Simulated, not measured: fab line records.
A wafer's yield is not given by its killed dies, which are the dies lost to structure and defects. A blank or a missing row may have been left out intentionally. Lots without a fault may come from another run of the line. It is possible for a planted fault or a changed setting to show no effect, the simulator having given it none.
Chamber matching / flow n5-finfet / pecvd-02 running N5_PASSIVATION_PECVD_00: 3 sister chambers
The step deposits SiO2 from SiH4/N2O, target thk 200 nm, time 11.2 s. 14 wafers are shown with their chamber, then 7 later ones without.

## EACH WAFER AND ITS CHAMBER
wafer=L075.2; chamber=0; showerhead-plenum-p-Torr (Torr)=8.03; heater-power-w (W)=630; rf-fwd-power-W (W)=602.0
wafer=L075.4; chamber=2; showerhead-plenum-p-Torr (Torr)=8.22; heater-power-w (W)=854; rf-fwd-power-W (W)=600.7
wafer=L075.6; chamber=0; showerhead-plenum-p-Torr (Torr)=8.03; heater-power-w (W)=651; rf-fwd-power-W (W)=602.1
wafer=L083.1; chamber=1; showerhead-plenum-p-Torr (Torr)=7.99; heater-power-w (W)=657; rf-fwd-power-W (W)=595.2
wafer=L083.5; chamber=2; showerhead-plenum-p-Torr (Torr)=8.17; heater-power-w (W)=880; rf-fwd-power-W (W)=603.0
wafer=L083.6; chamber=1; showerhead-plenum-p-Torr (Torr)=7.98; heater-power-w (W)=671; rf-fwd-power-W (W)=592.4
wafer=L082.3; chamber=0; showerhead-plenum-p-Torr (Torr)=8.04; heater-power-w (W)=704; rf-fwd-power-W (W)=601.0
wafer=L082.5; chamber=1; showerhead-plenum-p-Torr (Torr)=7.99; heater-power-w (W)=628; rf-fwd-power-W (W)=595.2
wafer=L082.6; chamber=0; showerhead-plenum-p-Torr (Torr)=8.01; heater-power-w (W)=708; rf-fwd-power-W (W)=601.7
wafer=L090.2; chamber=2; showerhead-plenum-p-Torr (Torr)=8.17; heater-power-w (W)=914; rf-fwd-power-W (W)=602.3
wafer=L090.4; chamber=2; showerhead-plenum-p-Torr (Torr)=8.16; heater-power-w (W)=924; rf-fwd-power-W (W)=599.8
wafer=L090.5; chamber=0; showerhead-plenum-p-Torr (Torr)=8.04; heater-power-w (W)=638; rf-fwd-power-W (W)=598.9
wafer=L093.3; chamber=1; showerhead-plenum-p-Torr (Torr)=7.96; heater-power-w (W)=725; rf-fwd-power-W (W)=598.4
wafer=L093.5; chamber=1; showerhead-plenum-p-Torr (Torr)=7.96; heater-power-w (W)=583; rf-fwd-power-W (W)=597.6

SIGNATURES (averages over the wafers above)
reading=showerhead-plenum-p-Torr; chamber 0=8.0300; chamber 1=7.9760; chamber 2=8.1800; scatter within a chamber=0.0184
reading=heater-power-w; chamber 0=666.20; chamber 1=652.80; chamber 2=893.00; scatter within a chamber=42.3
reading=rf-fwd-power-W; chamber 0=601.140; chamber 1=595.760; chamber 2=601.450; scatter within a chamber=1.8
Rule: a wafer's distance from a chamber is the root of the sum, over the readings, of the square of ((its reading less the chamber's mean) divided by the reading's scatter). The wafer belongs to the nearest chamber; if the next one is less than 2 further off, it can't be placed. How the scatter is found: for the shown wafers, subtract from each reading the mean of its chamber, square and add these, divide the total by (wafers less chambers), then take the root.

## WAFERS WHOSE CHAMBER IS MISSING
wafer=L093.6; showerhead-plenum-p-Torr (Torr)=8.05; heater-power-w (W)=587; rf-fwd-power-W (W)=600.1
wafer=L096.1; showerhead-plenum-p-Torr (Torr)=8.18; heater-power-w (W)=809; rf-fwd-power-W (W)=601.4
wafer=L096.3; showerhead-plenum-p-Torr (Torr)=8.04; heater-power-w (W)=562; rf-fwd-power-W (W)=599.5
wafer=L096.6; showerhead-plenum-p-Torr (Torr)=8.04; heater-power-w (W)=568; rf-fwd-power-W (W)=599.7
wafer=L079.1; showerhead-plenum-p-Torr (Torr)=8.05; heater-power-w (W)=679; rf-fwd-power-W (W)=601.7
wafer=L079.2; showerhead-plenum-p-Torr (Torr)=7.96; heater-power-w (W)=679; rf-fwd-power-W (W)=596.3
wafer=L079.6; showerhead-plenum-p-Torr (Torr)=8.17; heater-power-w (W)=948; rf-fwd-power-W (W)=601.0

## WHICH CHAMBER EACH ONE RAN IN
wafer=L093.6; from the rows above=0; in truth=0
wafer=L096.1; from the rows above=2; in truth=2
wafer=L096.3; from the rows above=can't be placed: 0 or 1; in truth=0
wafer=L096.6; from the rows above=0; in truth=0
wafer=L079.1; from the rows above=0; in truth=0
wafer=L079.2; from the rows above=1; in truth=1
wafer=L079.6; from the rows above=2; in truth=2
Placed correctly: 6 of 7. These rows do not allow placing 1 (true chamber among the candidates in 1). Wrongly placed: 0.
